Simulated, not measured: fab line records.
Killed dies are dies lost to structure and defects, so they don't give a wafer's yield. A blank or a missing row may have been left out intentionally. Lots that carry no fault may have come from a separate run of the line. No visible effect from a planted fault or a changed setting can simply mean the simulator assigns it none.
Chamber matching | flow nandHarc | NHARC_P_M1_STRIP_18 on rieDiel-05: 4 sister chambers
The step strips in N2/H2. 4 wafers are shown with their chamber, then 8 later ones without.

== WAFERS PAIRED WITH THEIR CHAMBERS ==
wafer  | chamber | showerheadPlenumPTorr (Torr)
L364.1 | 3       | 2.20
L364.3 | 1       | 1.94
L364.6 | 0       | 1.91
L365.1 | 2       | 1.91

== WAFERS WITHOUT THEIR CHAMBER ==
wafer  | showerheadPlenumPTorr (Torr)
L365.4 | 2.21
L365.6 | 1.91
L369.1 | 1.91
L369.4 | 1.94
L369.5 | 1.94
L368.2 | 2.20
L368.5 | 1.91
L368.6 | 2.20

== CHAMBER TAKEN BY EACH ==
wafer  | from the rows above     | in truth
L365.4 | 3                       | 3
L365.6 | can't be placed: 0 or 2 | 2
L369.1 | can't be placed: 0 or 2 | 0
L369.4 | 1                       | 1
L369.5 | 1                       | 1
L368.2 | 3                       | 3
L368.5 | can't be placed: 0 or 2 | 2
L368.6 | 3                       | 3
5 of 8 placed correctly. Unplaceable from these rows: 3, with the true chamber sitting among the candidates in 3. 0 placed wrongly.
How it was worked out, from the rows above alone: a wafer's distance from a chamber is the root of the sum, over the readings, of the square of ((its reading less the chamber's mean) divided by the reading's scatter). If the next closest chamber is less than 2 further off than the closest, the wafer can't be placed; otherwise it belongs to the closest. A chamber's mean is the mean of its shown wafers. The scatter: with one shown wafer a chamber, the root of the mean of the squares of how far each hidden wafer lies from its nearest shown one.
